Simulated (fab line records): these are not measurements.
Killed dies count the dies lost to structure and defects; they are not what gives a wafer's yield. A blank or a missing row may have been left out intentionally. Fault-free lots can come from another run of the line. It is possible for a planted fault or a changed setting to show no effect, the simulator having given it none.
Matching of chambers | flow nandHarc | NHARC_A_WL_FILL_ALD_02 on aldMetal-04: 4 sister chambers
The step deposits TiN, target thk 2 nm, pulse time 3 s, ald cycles 100. 8 wafers are shown with their chamber, then 8 later ones without.

WAFERS, EACH WITH ITS CHAMBER
wafer  | chamber | heaterPowerW (W) | precursorPulseHeightRel
L074.2 | 1       | 1206             | 0.995
L074.3 | 2       | 1058             | 0.997
L080.2 | 1       | 1218             | 1.011
L085.1 | 0       | 1107             | 1.020
L088.3 | 3       | 972              | 1.005
L088.5 | 0       | 1114             | 1.002
L088.6 | 3       | 1023             | 0.995
L092.4 | 2       | 994              | 0.981

WAFERS WITH NO CHAMBER GIVEN
wafer  | heaterPowerW (W) | precursorPulseHeightRel
L092.5 | 1006             | 0.991
L092.6 | 1227             | 0.994
L095.4 | 1096             | 1.025
L095.5 | 1003             | 0.982
L095.6 | 1022             | 0.990
L096.2 | 1001             | 1.015
L096.3 | 1184             | 1.002
L096.6 | 1187             | 0.990

EACH ONE'S CHAMBER
wafer  | from the rows above     | in truth
L092.5 | can't be placed: 2 or 3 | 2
L092.6 | 1                       | 1
L095.4 | 0                       | 0
L095.5 | can't be placed: 2 or 3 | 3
L095.6 | can't be placed: 2 or 3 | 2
L096.2 | can't be placed: 3 or 2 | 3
L096.3 | can't be placed: 1 or 0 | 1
L096.6 | can't be placed: 1 or 0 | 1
Correctly placed: 2 of 8. Cannot be placed on the basis of these rows: 6; the candidates contain the true chamber in 6. Wrongly placed: 0.
How it was worked out, from the rows above alone: a wafer's distance from a chamber is the root of the sum, over the readings, of the square of ((its reading less the chamber's mean) divided by the reading's scatter). The wafer belongs to the nearest chamber; if the next one is less than 2 further off, it can't be placed. A chamber's mean is the mean of its shown wafers. How the scatter is found: for the shown wafers, subtract from each reading the mean of its chamber, square and add these, divide the total by (wafers less chambers), then take the root.
